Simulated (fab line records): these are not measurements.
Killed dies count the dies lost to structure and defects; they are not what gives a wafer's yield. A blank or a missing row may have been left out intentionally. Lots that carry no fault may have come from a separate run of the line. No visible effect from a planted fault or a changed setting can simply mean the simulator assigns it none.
A struck lot beside a sound one | flow n5Finfet | 39 out of 1938 route steps
Sound: these wafers, L532.2, L532.4, L532.5. Struck: wafers L529.1, L529.2, L529.3. The cause is named last.
At each step with rows: each side's tool, then ch and its chambers, then its first start. Under that, the readings that differ: sound wafers | struck wafers | difference of the means | sigmas: that difference in standard deviations of wafers without a fault.
alike: readings whose means differ by less than 2 such deviations, and words and numbers that are the same on both sides. not compared: withheld readings, readings that some wafer has no value for, bounds like >300 that may hide the same value, and numbers for which the record gives no deviation and whose values overlap.
The two part at a step that has a row with sigmas, a row that says differs or no value, or rows on one side only. Numbers that don't overlap but have no deviation are shown without sigmas and don't part them. A reading that every wafer of one side lacks parts them only if that side has two wafers or more.

first, 9 steps without rows for these wafers: N5_BEOL_M4_ANNEAL_95 (time 240 s); N5_BEOL_M4_SPUTTER_96 (material Cu, target thk 4.5 nm, time 8.29 s); N5_BEOL_M4_ECD_50 (material Cu, target thk 300 nm); N5_BEOL_M4_ANNEAL_51 (time 90 s); N5_BEOL_M4_CMP_52 (polishes, stops on SiOC, t overpolish 6.8 s, target thk 40 nm); N5_BEOL_M4_PRE_CLEAN_60 (time 15 s); N5_BEOL_M4_CO_CAP_55 (material Co, precursor CCTBA/H2, target thk 2 nm, time 102.1 s); N5_BEOL_M4_PRE_CLEAN_56 (time 15 s); N5_BEOL_M4_DEP_57 (deposits SiCN from 3MS/NH3, target thk 8 nm, time 14 s).
N5_BEOL_M4_RC_MEAS_101:
  sound on prober-01 ch 0, day 12 10:13; struck on prober-01 ch 0, day 11 15:01
  alike: DIBL_N, DIBL_P, IOFF_N, IOFF_P, ION_N, ION_P, SS_N, SS_P, VT_N, VT_P
then, 24 steps without rows for these wafers: N5_BEOL_M5_ILD_DEP_00 (deposits SiCOH lowk from DEMS/porogen, target thk 140.64 nm, time 25.9 s); N5_BEOL_M5_CURE_79 (cures SiCOH lowk, time 240 s); N5_BEOL_M5_PECVD_70 (deposits SiO2 from TEOS/O2, target thk 16 nm, time 18 s); N5_BEOL_M5_HM_DEP_02 (deposits TiN, target thk 20 nm); N5_BEOL_M5_COAT_59 (time 60 s, resist thk 60 nm); N5_BEOL_M5_COAT_60 (time 60 s, resist thk 12 nm); N5_BEOL_M5_COAT_71 (time 60 s, resist thk 5 nm); N5_BEOL_M5_COAT_05 (resist thk 30 nm); N5_BEOL_M5_EBR_07; N5_BEOL_M5_SOFTBAKE_06 (time 60 s); N5_BEOL_M5_EXPOSE_08 (exposes mask M5, target cd 28 nm); N5_BEOL_M5_PEB_09 (peb time 60 s); N5_BEOL_M5_DEVELOP_10 (develop time 30 s); N5_BEOL_M5_DESCUM_16 (chemistry O2, time 7 s); N5_BEOL_M5_ETCH_72 (etches underlayer in N2/H2, target depth 6.5 nm, time 5.2 s); N5_BEOL_M5_ETCH_61 (etches SiARC in CF4, target depth 15.6 nm, time 26 s); N5_BEOL_M5_ETCH_62 (etches SOC in N2/H2, target depth 75 nm, overetch 15 nm, time 112.5 s); N5_BEOL_M5_STRIP_63 (strips in N2/H2); N5_BEOL_M5_STRIP_73 (strips in N2/H2); N5_BEOL_M5_STRIP_64 (strips in CF4); N5_BEOL_M5_HM_OPEN_17 (chemistry Cl2/BCl3, target TiN, target depth 20 nm, overetch 6 nm); N5_BEOL_M5_STRIP_19 (strips in O2); N5_BEOL_M5_COAT_65 (time 60 s, resist thk 60 nm); N5_BEOL_M5_COAT_66 (time 60 s, resist thk 12 nm).
-- record jumps: 3 days separate the struck wafers' starts on either side; left off in module BEOL_M5, taken up again in module BEOL_M14, whose first shown step is the route's number 1764 --
N5_BEOL_M14_SPUTTER_45: material Cu, target thk 100 nm, time 16.67 s.
  struck on pvdSputter-03, day 15 01:34; sound on pvdSputter-03, day 15 18:27
  no value came back on the struck wafers for biasV (V), cathodeDcPowerW (W), throttleValvePct (%); on the sound wafers biasV (V) reads 60.5 59.6 60.5
N5_BEOL_M14_CMP_49: polishes, stops on SiO2, t overpolish 5.2 s, target thk 560 nm.
  sound on cmp-03 ch 1,2, day 15 19:06; struck on cmp-03 ch 0,2,3, day 15 02:11
reading             | sound       | struck | difference | sigmas
timeToEndpointS (s) | 129 125 124 | 3 3 1  | -124       | -29
  alike: clearingPlatenDownForcePsi, motorCurrentA
N5_BEOL_M14_THK_MEAS_50: measures by xrf.
  struck on filmMetro-02, day 15 02:28; sound on filmMetro-02, day 15 19:22
reading      | sound       | struck | difference                    | sigmas
M14_THK (nm) | 537 565 535 | - - -  | no value on the struck wafers | 
N5_BEOL_M14_RS_MEAS_54: measurement is done with a four-point probe.
  struck on filmMetro-02, day 15 02:36; sound on filmMetro-01, day 15 19:29
reading         | sound                | struck               | difference | sigmas
M14_RS (ohm/sq) | 0.0338 0.0319 0.0340 | 33.058 34.148 34.098 | +33.735    | +99 or more
N5_PASSIVATION_PROBE_49:
  record: rows for the struck wafers here (prober-02, day 16 00:01), none for the sound ones

== WHERE THEY PART ==
Last at N5_PASSIVATION_PROBE_49 as far as this record goes, first at N5_BEOL_M14_SPUTTER_45.

WHY: what the simulator had put in
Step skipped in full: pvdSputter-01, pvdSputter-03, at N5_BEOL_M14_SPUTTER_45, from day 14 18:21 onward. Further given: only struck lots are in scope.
